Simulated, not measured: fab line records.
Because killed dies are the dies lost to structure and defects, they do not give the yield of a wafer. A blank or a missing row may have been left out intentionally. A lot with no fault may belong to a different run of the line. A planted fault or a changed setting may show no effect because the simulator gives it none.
Which tool did it? :: flow n5_finfet :: 24 lots with 72 wafers sampled at 6 steps, on a route of 1938 steps

== WHAT EACH GAUGE READ, for each wafer ==
N5_BEOL_M1_OVL_MEAS_12. Usual: M1_OVL typically reads -0.1 nm, with standard deviation 0.74.
lot: L074
measured: day 6 03:05
on: overlay-01
M1_OVL (nm): -0.7 -0.8 -0.7
flag: 

lot: L075
measured: day 6 15:39
on: overlay-01
M1_OVL (nm): -0.3 -0.8 0.2
flag: 

lot: L076
measured: day 6 21:52
on: overlay-01
M1_OVL (nm): -0.3 -0.5 -0.7
flag: 

lot: L077
measured: day 6 22:01
on: overlay-01
M1_OVL (nm): 0.9 1.3 1.1
flag: 

lot: L078
measured: day 6 22:43
on: overlay-01
M1_OVL (nm): -0.4 -0.8 0.0
flag: 

lot: L079
measured: day 7 08:45
on: overlay-01
M1_OVL (nm): -1.0 1.1 -0.9
flag: 

lot: L080
measured: day 7 21:35
on: overlay-01
M1_OVL (nm): -0.3 -0.2 0.5
flag: 

lot: L081
measured: day 7 21:44
on: overlay-01
M1_OVL (nm): 0.9 0.2 0.4
flag: 

lot: L082
measured: day 8 04:47
on: overlay-02
M1_OVL (nm): 0.0 0.9 0.5
flag: 

lot: L083
measured: day 8 04:58
on: overlay-02
M1_OVL (nm): -1.2 -0.4 -1.1
flag: 

lot: L084
measured: day 8 20:56
on: overlay-01
M1_OVL (nm): -0.6 -0.1 -0.2
flag: 

lot: L085
measured: day 9 02:38
on: overlay-01
M1_OVL (nm): 0.7 0.9 1.2
flag: 

lot: L086
measured: day 9 05:35
on: overlay-01
M1_OVL (nm): -0.9 -0.3 -0.4
flag: 

lot: L088
measured: day 9 13:52
on: overlay-01
M1_OVL (nm): 0.7 1.1 0.8
flag: 

lot: L087
measured: day 9 15:36
on: overlay-02
M1_OVL (nm): -0.9 -1.7 -1.4
flag: 

lot: L089
measured: day 10 02:11
on: overlay-01
M1_OVL (nm): 0.6 -1.4 -0.6
flag: 

lot: L090
measured: day 10 02:44
on: overlay-02
M1_OVL (nm): 0.5 -0.1 0.8
flag: 

lot: L092
measured: day 10 08:14
on: overlay-01
M1_OVL (nm): -0.5 -1.2 -2.3
flag: 

lot: L091
measured: day 10 08:19
on: overlay-01
M1_OVL (nm): 1.2 -0.2 0.1
flag: 

lot: L093
measured: day 10 20:55
on: overlay-01
M1_OVL (nm): 0.1 -0.8 -1.3
flag: 

lot: L094
measured: day 11 00:26
on: overlay-01
M1_OVL (nm): 0.5 0.5 0.4
flag: 

lot: L095
measured: day 11 07:37
on: overlay-02
M1_OVL (nm): -0.6 -0.1 0.3
flag: 

lot: L096
measured: day 11 17:28
on: overlay-02
M1_OVL (nm): 1.2 0.8 1.0
flag: 

lot: L097
measured: day 11 22:45
on: overlay-01
M1_OVL (nm): -0.5 0.0 -0.2
flag: 

N5_BEOL_M1_RS_MEAS_58: a four-point-probe measurement. Usual: M1_RS typically reads 0.68 ohm/sq, with standard deviation 0.032.
lot: L074
measured: day 6 11:59
on: film_metro-01
M1_RS (ohm/sq): 0.68 0.70 0.70
flag: 

lot: L075
measured: day 6 22:10
on: film_metro-01
M1_RS (ohm/sq): 0.69 0.66 0.65
flag: 

lot: L076
measured: day 7 11:02
on: film_metro-02
M1_RS (ohm/sq): 0.75 0.71 0.71
flag: 

lot: L077
measured: day 7 13:55
on: film_metro-01
M1_RS (ohm/sq): 0.69 0.74 0.74
flag: 

lot: L078
measured: day 7 15:48
on: film_metro-02
M1_RS (ohm/sq): 0.71 0.65 0.66
flag: 

lot: L079
measured: day 7 20:40
on: film_metro-02
M1_RS (ohm/sq): 0.65 0.74 0.65
flag: 

lot: L080
measured: day 8 05:01
on: film_metro-02
M1_RS (ohm/sq): 0.67 0.68 0.68
flag: 

lot: L081
measured: day 8 04:25
on: film_metro-01
M1_RS (ohm/sq): 0.71 0.69 0.67
flag: 

lot: L082
measured: day 8 14:28
on: film_metro-01
M1_RS (ohm/sq): 0.66 0.66 0.68
flag: 

lot: L083
measured: day 8 18:29
on: film_metro-01
M1_RS (ohm/sq): 0.67 0.70 0.64
flag: 

lot: L084
measured: day 9 03:05
on: film_metro-02
M1_RS (ohm/sq): 0.70 0.63 0.69
flag: 

lot: L085
measured: day 9 13:36
on: film_metro-02
M1_RS (ohm/sq): 0.69 0.79 0.78
flag: 

lot: L086
measured: day 9 13:32
on: film_metro-02
M1_RS (ohm/sq): 0.69 0.67 0.65
flag: 

lot: L088
measured: day 9 23:32
on: film_metro-02
M1_RS (ohm/sq): 0.67 0.64 0.68
flag: 

lot: L087
measured: day 10 10:50
on: film_metro-02
M1_RS (ohm/sq): 0.71 0.70 0.67
flag: 

lot: L089
measured: day 10 13:54
on: film_metro-01
M1_RS (ohm/sq): 0.70 0.69 0.74
flag: 

lot: L090
measured: day 10 14:18
on: film_metro-02
M1_RS (ohm/sq): 0.67 0.66 0.67
flag: 

lot: L092
measured: day 10 16:34
on: film_metro-01
M1_RS (ohm/sq): 0.70 0.71 0.73
flag: 

lot: L091
measured: day 10 18:36
on: film_metro-02
M1_RS (ohm/sq): 0.67 0.65 0.65
flag: 

lot: L093
measured: day 11 04:54
on: film_metro-02
M1_RS (ohm/sq): 0.72 0.66 0.65
flag: 

lot: L094
measured: day 11 07:31
on: film_metro-01
M1_RS (ohm/sq): 0.68 0.67 0.61
flag: 

lot: L095
measured: day 11 17:50
on: film_metro-01
M1_RS (ohm/sq): 0.66 0.67 0.65
flag: 

lot: L096
measured: day 12 04:50
on: film_metro-01
M1_RS (ohm/sq): 0.66 0.66 0.69
flag: 

lot: L097
measured: day 12 06:25
on: film_metro-02
M1_RS (ohm/sq): 0.75 0.72 0.63
flag: 

N5_BEOL_M2_CD_MEAS_28: target cd 26.2 nm, target cd y 24.1 nm. Usual: 26.10 nm for cd_nm, sd 0.24.
lot: L074
measured: day 6 14:02
on: cd_sem-01
cd_nm (nm): 26.35 26.14 26.17
flag: 

lot: L075
measured: day 7 03:44
on: cd_sem-02
cd_nm (nm): 25.95 25.98 26.08
flag: 

lot: L076
measured: day 7 16:32
on: cd_sem-03
cd_nm (nm): 26.30 26.28 26.51
flag: 

lot: L077
measured: day 7 16:39
on: cd_sem-01
cd_nm (nm): 26.65 26.07 26.78
flag: 

lot: L078
measured: day 7 18:00
on: cd_sem-02
cd_nm (nm): 25.96 25.99 26.00
flag: 

lot: L079
measured: day 7 22:49
on: cd_sem-03
cd_nm (nm): 26.38 26.14 26.12
flag: 

lot: L080
measured: day 8 08:28
on: cd_sem-02
cd_nm (nm): 26.16 25.97 26.00
flag: 

lot: L081
measured: day 8 06:11
on: cd_sem-03
cd_nm (nm): 26.28 26.05 25.98
flag: 

lot: L082
measured: day 8 16:43
on: cd_sem-01
cd_nm (nm): 26.13 25.74 25.76
flag: 

lot: L083
measured: day 8 21:29
on: cd_sem-01
cd_nm (nm): 25.65 26.05 26.01
flag: 

lot: L084
measured: day 9 05:00
on: cd_sem-02
cd_nm (nm): 25.75 26.10 25.77
flag: 

lot: L085
measured: day 9 16:25
on: cd_sem-02
cd_nm (nm): 26.37 26.32 26.29
flag: 

lot: L086
measured: day 9 16:09
on: cd_sem-02
cd_nm (nm): 25.56 25.99 26.10
flag: 

lot: L088
measured: day 10 01:13
on: cd_sem-02
cd_nm (nm): 25.93 26.04 26.18
flag: 

lot: L087
measured: day 10 13:19
on: cd_sem-03
cd_nm (nm): 26.19 26.23 26.00
flag: 

lot: L089
measured: day 10 16:46
on: cd_sem-01
cd_nm (nm): 25.59 26.23 26.60
flag: 

lot: L090
measured: day 10 17:23
on: cd_sem-01
cd_nm (nm): 25.59 26.21 25.54
flag: 

lot: L092
measured: day 10 19:14
on: cd_sem-01
cd_nm (nm): 26.03 26.28 26.20
flag: 

lot: L091
measured: day 10 20:55
on: cd_sem-02
cd_nm (nm): 26.29 25.90 26.29
flag: 

lot: L093
measured: day 11 08:40
on: cd_sem-03
cd_nm (nm): 26.09 25.79 26.24
flag: 

lot: L094
measured: day 11 09:52
on: cd_sem-03
cd_nm (nm): 26.34 26.02 25.87
flag: 

lot: L095
measured: day 11 21:25
on: cd_sem-01
cd_nm (nm): 25.78 25.79 26.06
flag: 

lot: L096
measured: day 12 07:04
on: cd_sem-02
cd_nm (nm): 25.91 26.40 25.99
flag: 

lot: L097
measured: day 12 08:58
on: cd_sem-01
cd_nm (nm): 26.29 26.48 26.72
flag: 

== EACH LOT AND THE TOOL THAT RAN IT (in order: tool; ch and the chambers of the sampled wafers; start) ==
lot: L074
N5_BEOL_M1_ALD_84: ald_metal-03 ch 1,2,3, day 6 08:33
N5_BEOL_M1_ANNEAL_91: pvd_sputter-01, day 6 10:15
N5_BEOL_M2_ETCH_74: rie_diel-01 ch 0,2,3, day 6 13:11

lot: L075
N5_BEOL_M1_ALD_84: ald_metal-04 ch 0,1,3, day 6 18:49
N5_BEOL_M1_ANNEAL_91: pvd_sputter-01, day 6 20:32
N5_BEOL_M2_ETCH_74: rie_diel-01 ch 0,3, day 7 02:40

lot: L076
N5_BEOL_M1_ALD_84: ald_metal-03 ch 0,2, day 7 06:51
N5_BEOL_M1_ANNEAL_91: pvd_sputter-01, day 7 09:22
N5_BEOL_M2_ETCH_74: rie_diel-05 ch 0,3, day 7 15:41

lot: L077
N5_BEOL_M1_ALD_84: ald_metal-04 ch 0,3, day 7 10:39
N5_BEOL_M1_ANNEAL_91: pvd_sputter-02, day 7 12:17
N5_BEOL_M2_ETCH_74: rie_diel-01 ch 0,1,2, day 7 15:55

lot: L078
N5_BEOL_M1_ALD_84: ald_metal-02 ch 2,3, day 7 10:39
N5_BEOL_M1_ANNEAL_91: pvd_sputter-02, day 7 14:10
N5_BEOL_M2_ETCH_74: rie_diel-01 ch 0,3, day 7 17:05

lot: L079
N5_BEOL_M1_ALD_84: ald_metal-02 ch 0,2,3, day 7 17:21
N5_BEOL_M1_ANNEAL_91: pvd_sputter-01, day 7 18:59
N5_BEOL_M2_ETCH_74: rie_diel-06 ch 0,3, day 7 22:05

lot: L080
N5_BEOL_M1_ALD_84: ald_metal-04 ch 1,2,3, day 8 01:05
N5_BEOL_M1_ANNEAL_91: pvd_sputter-01, day 8 03:02
N5_BEOL_M2_ETCH_74: rie_diel-01 ch 0,1,3, day 8 07:34

lot: L081
N5_BEOL_M1_ALD_84: ald_metal-02 ch 0,1,3, day 8 01:00
N5_BEOL_M1_ANNEAL_91: pvd_sputter-02, day 8 02:38
N5_BEOL_M2_ETCH_74: rie_diel-06 ch 0,1,3, day 8 05:28

lot: L082
N5_BEOL_M1_ALD_84: ald_metal-03 ch 2,3, day 8 10:43
N5_BEOL_M1_ANNEAL_91: pvd_sputter-02, day 8 12:50
N5_BEOL_M2_ETCH_74: rie_diel-01 ch 0,2,3, day 8 15:49

lot: L083
N5_BEOL_M1_ALD_84: ald_metal-02 ch 0,1,2, day 8 14:59
N5_BEOL_M1_ANNEAL_91: pvd_sputter-01, day 8 16:51
N5_BEOL_M2_ETCH_74: rie_diel-01 ch 0,1,2, day 8 20:44

lot: L084
N5_BEOL_M1_ALD_84: ald_metal-02 ch 1,2, day 8 23:39
N5_BEOL_M1_ANNEAL_91: pvd_sputter-02, day 9 01:28
N5_BEOL_M2_ETCH_74: rie_diel-05 ch 0,3, day 9 04:04

lot: L085
N5_BEOL_M1_ALD_84: ald_metal-02 ch 0,1,3, day 9 10:14
N5_BEOL_M1_ANNEAL_91: pvd_sputter-03, day 9 11:56
N5_BEOL_M2_ETCH_74: rie_diel-05 ch 0,1,3, day 9 15:38

lot: L086
N5_BEOL_M1_ALD_84: ald_metal-04 ch 1,2,3, day 9 10:11
N5_BEOL_M1_ANNEAL_91: pvd_sputter-02, day 9 11:55
N5_BEOL_M2_ETCH_74: rie_diel-06 ch 0,1,2, day 9 15:26

lot: L088
N5_BEOL_M1_ALD_84: ald_metal-04 ch 0,1,2, day 9 18:55
N5_BEOL_M1_ANNEAL_91: pvd_sputter-01, day 9 21:34
N5_BEOL_M2_ETCH_74: rie_diel-01 ch 0,1,3, day 10 00:22

lot: L087
N5_BEOL_M1_ALD_84: ald_metal-02 ch 0,1,2, day 10 07:34
N5_BEOL_M1_ANNEAL_91: pvd_sputter-02, day 10 09:12
N5_BEOL_M2_ETCH_74: rie_diel-06 ch 1,2, day 10 12:29

lot: L089
N5_BEOL_M1_ALD_84: ald_metal-03 ch 0,1,3, day 10 10:33
N5_BEOL_M1_ANNEAL_91: pvd_sputter-01, day 10 12:16
N5_BEOL_M2_ETCH_74: rie_diel-05 ch 1,2,3, day 10 16:00

lot: L090
N5_BEOL_M1_ALD_84: ald_metal-02 ch 1,2, day 10 10:34
N5_BEOL_M1_ANNEAL_91: pvd_sputter-03, day 10 12:28
N5_BEOL_M2_ETCH_74: rie_diel-06 ch 0,1,2, day 10 16:32

lot: L092
N5_BEOL_M1_ALD_84: ald_metal-03 ch 1,2,3, day 10 13:12
N5_BEOL_M1_ANNEAL_91: pvd_sputter-03, day 10 14:56
N5_BEOL_M2_ETCH_74: rie_diel-05 ch 1,2, day 10 18:23

lot: L091
N5_BEOL_M1_ALD_84: ald_metal-03 ch 2,3, day 10 15:13
N5_BEOL_M1_ANNEAL_91: pvd_sputter-02, day 10 16:58
N5_BEOL_M2_ETCH_74: rie_diel-06 ch 0,1,2, day 10 19:43

lot: L093
N5_BEOL_M1_ALD_84: ald_metal-03 ch 0,3, day 11 01:20
N5_BEOL_M1_ANNEAL_91: pvd_sputter-01, day 11 02:58
N5_BEOL_M2_ETCH_74: rie_diel-01 ch 1,2,3, day 11 07:34

lot: L094
N5_BEOL_M1_ALD_84: ald_metal-02 ch 0,2,3, day 11 04:13
N5_BEOL_M1_ANNEAL_91: pvd_sputter-01, day 11 05:53
N5_BEOL_M2_ETCH_74: rie_diel-06 ch 0,3, day 11 08:56

lot: L095
N5_BEOL_M1_ALD_84: ald_metal-04 ch 0,1,2, day 11 13:58
N5_BEOL_M1_ANNEAL_91: pvd_sputter-03, day 11 15:59
N5_BEOL_M2_ETCH_74: rie_diel-06 ch 1,3, day 11 20:38

lot: L096
N5_BEOL_M1_ALD_84: ald_metal-03 ch 1,2,3, day 12 01:14
N5_BEOL_M1_ANNEAL_91: pvd_sputter-02, day 12 02:55
N5_BEOL_M2_ETCH_74: rie_diel-05 ch 0,1,3, day 12 06:08

lot: L097
N5_BEOL_M1_ALD_84: ald_metal-02 ch 0,2,3, day 12 01:55
N5_BEOL_M1_ANNEAL_91: pvd_sputter-01, day 12 04:47
N5_BEOL_M2_ETCH_74: rie_diel-05 ch 0,1,3, day 12 08:14
- N5_BEOL_M1_ALD_84: deposits TaN, pulse time 2 s, purge time 3 s, co reactant purge time 2 s.
- N5_BEOL_M1_ANNEAL_91: time 240 s.
- N5_BEOL_M2_ETCH_74: etches underlayer in N2/H2, target depth 6.5 nm, time 5.2 s.

== WHAT THE TOOLS THEMSELVES READ (means of the sampled wafers that have a number; where no wafer has one, the mark that the record gives instead) ==
N5_BEOL_M1_ALD_84. Usual: 431 W for heater_power_w, sd 39.
lot: L074
tool: ald_metal-03
heater_power_w (W): 421
flag: 

lot: L075
tool: ald_metal-04
heater_power_w (W): 432
flag: 

lot: L076
tool: ald_metal-03
heater_power_w (W): 432
flag: 

lot: L077
tool: ald_metal-04
heater_power_w (W): 469
flag: 

lot: L078
tool: ald_metal-02
heater_power_w (W): 476
flag: 

lot: L079
tool: ald_metal-02
heater_power_w (W): 458
flag: 

lot: L080
tool: ald_metal-04
heater_power_w (W): 422
flag: 

lot: L081
tool: ald_metal-02
heater_power_w (W): 441
flag: 

lot: L082
tool: ald_metal-03
heater_power_w (W): 443
flag: 

lot: L083
tool: ald_metal-02
heater_power_w (W): 429
flag: 

lot: L084
tool: ald_metal-02
heater_power_w (W): 427
flag: 

lot: L085
tool: ald_metal-02
heater_power_w (W): 441
flag: 

lot: L086
tool: ald_metal-04
heater_power_w (W): 417
flag: 

lot: L088
tool: ald_metal-04
heater_power_w (W): 424
flag: 

lot: L087
tool: ald_metal-02
heater_power_w (W): 435
flag: 

lot: L089
tool: ald_metal-03
heater_power_w (W): 383
flag: 

lot: L090
tool: ald_metal-02
heater_power_w (W): 448
flag: 

lot: L092
tool: ald_metal-03
heater_power_w (W): 422
flag: 

lot: L091
tool: ald_metal-03
heater_power_w (W): 421
flag: 

lot: L093
tool: ald_metal-03
heater_power_w (W): 378
flag: 

lot: L094
tool: ald_metal-02
heater_power_w (W): 454
flag: 

lot: L095
tool: ald_metal-04
heater_power_w (W): 436
flag: 

lot: L096
tool: ald_metal-03
heater_power_w (W): 428
flag: 

lot: L097
tool: ald_metal-02
heater_power_w (W): 453
flag: 

N5_BEOL_M1_ANNEAL_91. Usual: 850 W for heater_power_w, sd 73.
lot: L074
tool: pvd_sputter-01
heater_power_w (W): 867
flag: 

lot: L075
tool: pvd_sputter-01
heater_power_w (W): 890
flag: 

lot: L076
tool: pvd_sputter-01
heater_power_w (W): 874
flag: 

lot: L077
tool: pvd_sputter-02
heater_power_w (W): 869
flag: 

lot: L078
tool: pvd_sputter-02
heater_power_w (W): 890
flag: 

lot: L079
tool: pvd_sputter-01
heater_power_w (W): 815
flag: 

lot: L080
tool: pvd_sputter-01
heater_power_w (W): 886
flag: 

lot: L081
tool: pvd_sputter-02
heater_power_w (W): 869
flag: 

lot: L082
tool: pvd_sputter-02
heater_power_w (W): 864
flag: 

lot: L083
tool: pvd_sputter-01
heater_power_w (W): 821
flag: 

lot: L084
tool: pvd_sputter-02
heater_power_w (W): 859
flag: 

lot: L085
tool: pvd_sputter-03
heater_power_w (W): 836
flag: 

lot: L086
tool: pvd_sputter-02
heater_power_w (W): 868
flag: 

lot: L088
tool: pvd_sputter-01
heater_power_w (W): 874
flag: 

lot: L087
tool: pvd_sputter-02
heater_power_w (W): 875
flag: 

lot: L089
tool: pvd_sputter-01
heater_power_w (W): 832
flag: 

lot: L090
tool: pvd_sputter-03
heater_power_w (W): 816
flag: 

lot: L092
tool: pvd_sputter-03
heater_power_w (W): 797
flag: 

lot: L091
tool: pvd_sputter-02
heater_power_w (W): 867
flag: 

lot: L093
tool: pvd_sputter-01
heater_power_w (W): 877
flag: 

lot: L094
tool: pvd_sputter-01
heater_power_w (W): 812
flag: 

lot: L095
tool: pvd_sputter-03
heater_power_w (W): 823
flag: 

lot: L096
tool: pvd_sputter-02
heater_power_w (W): 868
flag: 

lot: L097
tool: pvd_sputter-01
heater_power_w (W): 828
flag: 

N5_BEOL_M2_ETCH_74. Usual: drypump_motor_current_A 5.7 A, standard deviation 0.52; etch_rf_on_time_s 5.21 s, standard deviation 0.087; n2_flow_sccm 200.0 sccm, standard deviation 0.64; oes_product_au 0.66 a.u., standard deviation 0.066; rf_vpp_V 524.7 V, standard deviation 2.1; showerhead_plenum_p_Torr 2.57 Torr, standard deviation 0.076; throttle_valve_pct 17.88 %, standard deviation 0.23.
lot: L074
tool: rie_diel-01
drypump_motor_current_A (A): 5.5
etch_rf_on_time_s (s): 5.15
n2_flow_sccm (sccm): 199.8
oes_product_au (a.u.): 0.68
rf_vpp_V (V): 526.7
showerhead_plenum_p_Torr (Torr): 2.58
throttle_valve_pct (%): 17.97
flag: 

lot: L075
tool: rie_diel-01
drypump_motor_current_A (A): 5.2
etch_rf_on_time_s (s): 5.12
n2_flow_sccm (sccm): 200.4
oes_product_au (a.u.): 0.66
rf_vpp_V (V): 523.5
showerhead_plenum_p_Torr (Torr): 2.56
throttle_valve_pct (%): 18.00
flag: 

lot: L076
tool: rie_diel-05
drypump_motor_current_A (A): 6.3
etch_rf_on_time_s (s): 5.20
n2_flow_sccm (sccm): 200.0
oes_product_au (a.u.): 0.63
rf_vpp_V (V): 524.7
showerhead_plenum_p_Torr (Torr): 2.56
throttle_valve_pct (%): 17.76
flag: 

lot: L077
tool: rie_diel-01
drypump_motor_current_A (A): 5.7
etch_rf_on_time_s (s): 5.18
n2_flow_sccm (sccm): 200.1
oes_product_au (a.u.): 0.73
rf_vpp_V (V): 524.8
showerhead_plenum_p_Torr (Torr): 2.54
throttle_valve_pct (%): 17.82
flag: 

lot: L078
tool: rie_diel-01
drypump_motor_current_A (A): 5.3
etch_rf_on_time_s (s): 5.15
n2_flow_sccm (sccm): 199.1
oes_product_au (a.u.): 0.65
rf_vpp_V (V): 525.5
showerhead_plenum_p_Torr (Torr): 2.56
throttle_valve_pct (%): 18.03
flag: 

lot: L079
tool: rie_diel-06
drypump_motor_current_A (A): 5.2
etch_rf_on_time_s (s): 5.15
n2_flow_sccm (sccm): 199.5
oes_product_au (a.u.): 0.70
rf_vpp_V (V): 523.3
showerhead_plenum_p_Torr (Torr): 2.51
throttle_valve_pct (%): 17.87
flag: 

lot: L080
tool: rie_diel-01
drypump_motor_current_A (A): 5.4
etch_rf_on_time_s (s): 5.09
n2_flow_sccm (sccm): 200.6
oes_product_au (a.u.): 0.72
rf_vpp_V (V): 524.2
showerhead_plenum_p_Torr (Torr): 2.52
throttle_valve_pct (%): 17.86
flag: 

lot: L081
tool: rie_diel-06
drypump_motor_current_A (A): 5.3
etch_rf_on_time_s (s): 5.20
n2_flow_sccm (sccm): 199.4
oes_product_au (a.u.): 0.66
rf_vpp_V (V): 523.6
showerhead_plenum_p_Torr (Torr): 2.52
throttle_valve_pct (%): 17.81
flag: 

lot: L082
tool: rie_diel-01
drypump_motor_current_A (A): 5.5
etch_rf_on_time_s (s): 5.20
n2_flow_sccm (sccm): 199.8
oes_product_au (a.u.): 0.65
rf_vpp_V (V): 525.5
showerhead_plenum_p_Torr (Torr): 2.57
throttle_valve_pct (%): 18.00
flag: 

lot: L083
tool: rie_diel-01
drypump_motor_current_A (A): 5.8
etch_rf_on_time_s (s): 5.22
n2_flow_sccm (sccm): 200.3
oes_product_au (a.u.): 0.71
rf_vpp_V (V): 523.2
showerhead_plenum_p_Torr (Torr): 2.53
throttle_valve_pct (%): 17.85
flag: 

lot: L084
tool: rie_diel-05
drypump_motor_current_A (A): 6.3
etch_rf_on_time_s (s): 5.18
n2_flow_sccm (sccm): 200.0
oes_product_au (a.u.): 0.63
rf_vpp_V (V): 524.0
showerhead_plenum_p_Torr (Torr): 2.56
throttle_valve_pct (%): 17.78
flag: 

lot: L085
tool: rie_diel-05
drypump_motor_current_A (A): 6.0
etch_rf_on_time_s (s): 5.27
n2_flow_sccm (sccm): 200.6
oes_product_au (a.u.): 0.65
rf_vpp_V (V): 525.9
showerhead_plenum_p_Torr (Torr): 2.62
throttle_valve_pct (%): 17.82
flag: 

lot: L086
tool: rie_diel-06
drypump_motor_current_A (A): 5.6
etch_rf_on_time_s (s): 5.16
n2_flow_sccm (sccm): 200.3
oes_product_au (a.u.): 0.65
rf_vpp_V (V): 524.8
showerhead_plenum_p_Torr (Torr): 2.54
throttle_valve_pct (%): 17.77
flag: 

lot: L088
tool: rie_diel-01
drypump_motor_current_A (A): 5.4
etch_rf_on_time_s (s): 5.17
n2_flow_sccm (sccm): 200.0
oes_product_au (a.u.): 0.70
rf_vpp_V (V): 523.1
showerhead_plenum_p_Torr (Torr): 2.51
throttle_valve_pct (%): 17.89
flag: 

lot: L087
tool: rie_diel-06
drypump_motor_current_A (A): 6.1
etch_rf_on_time_s (s): 5.33
n2_flow_sccm (sccm): 200.1
oes_product_au (a.u.): 0.59
rf_vpp_V (V): 523.7
showerhead_plenum_p_Torr (Torr): 2.58
throttle_valve_pct (%): 17.82
flag: 

lot: L089
tool: rie_diel-05
drypump_motor_current_A (A): 5.5
etch_rf_on_time_s (s): 5.25
n2_flow_sccm (sccm): 199.8
oes_product_au (a.u.): 0.64
rf_vpp_V (V): 527.5
showerhead_plenum_p_Torr (Torr): 2.65
throttle_valve_pct (%): 17.92
flag: 

lot: L090
tool: rie_diel-06
drypump_motor_current_A (A): 5.6
etch_rf_on_time_s (s): 5.29
n2_flow_sccm (sccm): 199.8
oes_product_au (a.u.): 0.64
rf_vpp_V (V): 524.1
showerhead_plenum_p_Torr (Torr): 2.54
throttle_valve_pct (%): 17.79
flag: 

lot: L092
tool: rie_diel-05
drypump_motor_current_A (A): 5.3
etch_rf_on_time_s (s): 5.25
n2_flow_sccm (sccm): 199.9
oes_product_au (a.u.): 0.61
rf_vpp_V (V): 526.1
showerhead_plenum_p_Torr (Torr): 2.63
throttle_valve_pct (%): 18.13
flag: 

lot: L091
tool: rie_diel-06
drypump_motor_current_A (A): 5.6
etch_rf_on_time_s (s): 5.24
n2_flow_sccm (sccm): 199.9
oes_product_au (a.u.): 0.64
rf_vpp_V (V): 523.8
showerhead_plenum_p_Torr (Torr): 2.54
throttle_valve_pct (%): 17.78
flag: 

lot: L093
tool: rie_diel-01
drypump_motor_current_A (A): 5.8
etch_rf_on_time_s (s): 5.21
n2_flow_sccm (sccm): 199.6
oes_product_au (a.u.): 0.66
rf_vpp_V (V): 525.1
showerhead_plenum_p_Torr (Torr): 2.57
throttle_valve_pct (%): 18.04
flag: 

lot: L094
tool: rie_diel-06
drypump_motor_current_A (A): 5.2
etch_rf_on_time_s (s): 5.19
n2_flow_sccm (sccm): 199.8
oes_product_au (a.u.): 0.67
rf_vpp_V (V): 523.1
showerhead_plenum_p_Torr (Torr): 2.49
throttle_valve_pct (%): 17.92
flag: 

lot: L095
tool: rie_diel-06
drypump_motor_current_A (A): 5.6
etch_rf_on_time_s (s): 5.22
n2_flow_sccm (sccm): 199.8
oes_product_au (a.u.): 0.61
rf_vpp_V (V): 523.5
showerhead_plenum_p_Torr (Torr): 2.53
throttle_valve_pct (%): 17.94
flag: 

lot: L096
tool: rie_diel-05
drypump_motor_current_A (A): 6.0
etch_rf_on_time_s (s): 5.22
n2_flow_sccm (sccm): 200.5
oes_product_au (a.u.): 0.71
rf_vpp_V (V): 525.6
showerhead_plenum_p_Torr (Torr): 2.61
throttle_valve_pct (%): 17.72
flag: 

lot: L097
tool: rie_diel-05
drypump_motor_current_A (A): 6.0
etch_rf_on_time_s (s): 5.22
n2_flow_sccm (sccm): 200.3
oes_product_au (a.u.): 0.72
rf_vpp_V (V): 524.9
showerhead_plenum_p_Torr (Torr): 2.61
throttle_valve_pct (%): 17.74
flag: 

== THE ANSWER, worked out from the rows above alone ==
Rule: a lot is off if the mean of its wafers that have a number lies more than 3 standard deviations from the usual mean. Also off: a lot with no number at a reading for which 4 or more lots have one. Where the step has rows for the other lots, those lots are counted as sound. The gauges are gone through in route order, then the tools' own readings, and for those a lot's mean is taken as printed above. The first step at which some lot is off is used, and at that step the reading that is off furthest; a lot without a number counts as furthest.
None of the lots is off at any reading shown; this tells nothing.

== WHAT THE SIMULATOR HAD PUT IN ==
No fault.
